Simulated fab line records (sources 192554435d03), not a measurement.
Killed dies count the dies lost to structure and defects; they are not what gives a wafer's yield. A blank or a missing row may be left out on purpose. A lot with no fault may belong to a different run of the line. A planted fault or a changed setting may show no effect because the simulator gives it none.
Chamber matching || flow n5_finfet || N5_BEOL_M2_VIA_ETCH_34 on rie_diel-04 has 4 sister chambers
The step etches the open film in C4F6/O2, target depth 69.4 nm, time 65.9 s. 8 wafers are shown with their chamber, then 8 later ones without.

## WAFERS PAIRED WITH THEIR CHAMBERS
{"wafer": "L082.5", "chamber": 0, "drypump_motor_current_A (A)": 6.2, "throttle_valve_pct (%)": 30.59}
{"wafer": "L087.1", "chamber": 2, "drypump_motor_current_A (A)": 5.6, "throttle_valve_pct (%)": 31.18}
{"wafer": "L087.4", "chamber": 0, "drypump_motor_current_A (A)": 6.2, "throttle_valve_pct (%)": 30.58}
{"wafer": "L087.6", "chamber": 1, "drypump_motor_current_A (A)": 6.2, "throttle_valve_pct (%)": 30.58}
{"wafer": "L090.2", "chamber": 3, "drypump_motor_current_A (A)": 5.5, "throttle_valve_pct (%)": 30.79}
{"wafer": "L090.3", "chamber": 1, "drypump_motor_current_A (A)": 6.2, "throttle_valve_pct (%)": 30.60}
{"wafer": "L090.6", "chamber": 3, "drypump_motor_current_A (A)": 5.5, "throttle_valve_pct (%)": 30.80}
{"wafer": "L092.1", "chamber": 2, "drypump_motor_current_A (A)": 5.5, "throttle_valve_pct (%)": 31.18}

## WAFERS MISSING THEIR CHAMBER
{"wafer": "L092.2", "drypump_motor_current_A (A)": 6.2, "throttle_valve_pct (%)": 30.58}
{"wafer": "L092.6", "drypump_motor_current_A (A)": 6.2, "throttle_valve_pct (%)": 30.58}
{"wafer": "L091.1", "drypump_motor_current_A (A)": 5.5, "throttle_valve_pct (%)": 30.82}
{"wafer": "L091.3", "drypump_motor_current_A (A)": 6.3, "throttle_valve_pct (%)": 30.61}
{"wafer": "L091.6", "drypump_motor_current_A (A)": 6.2, "throttle_valve_pct (%)": 30.62}
{"wafer": "L095.4", "drypump_motor_current_A (A)": 6.2, "throttle_valve_pct (%)": 30.62}
{"wafer": "L095.5", "drypump_motor_current_A (A)": 6.2, "throttle_valve_pct (%)": 30.60}
{"wafer": "L095.6", "drypump_motor_current_A (A)": 5.5, "throttle_valve_pct (%)": 31.19}

## WHICH CHAMBER EACH WENT THROUGH
{"wafer": "L092.2", "from the rows above": "can't be placed: 0 or 1", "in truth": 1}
{"wafer": "L092.6", "from the rows above": "can't be placed: 0 or 1", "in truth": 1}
{"wafer": "L091.1", "from the rows above": 3, "in truth": 3}
{"wafer": "L091.3", "from the rows above": "can't be placed: 1 or 0", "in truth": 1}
{"wafer": "L091.6", "from the rows above": "can't be placed: 1 or 0", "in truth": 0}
{"wafer": "L095.4", "from the rows above": "can't be placed: 1 or 0", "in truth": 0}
{"wafer": "L095.5", "from the rows above": "can't be placed: 1 or 0", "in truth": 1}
{"wafer": "L095.6", "from the rows above": 2, "in truth": 2}
Correctly placed: 2 of 8. These rows do not allow placing 6 (true chamber among the candidates in 6). 0 placed wrongly.
How it was worked out, from the rows above alone: a wafer's distance from a chamber is the root of the sum, over the readings, of the square of ((its reading less the chamber's mean) divided by the reading's scatter). If the next closest chamber is less than 2 further off than the closest, the wafer can't be placed; otherwise it belongs to the closest. Each chamber's mean is taken over the wafers shown for it. How the scatter is found: for the shown wafers, subtract from each reading the mean of its chamber, square and add these, divide the total by (wafers less chambers), then take the root.
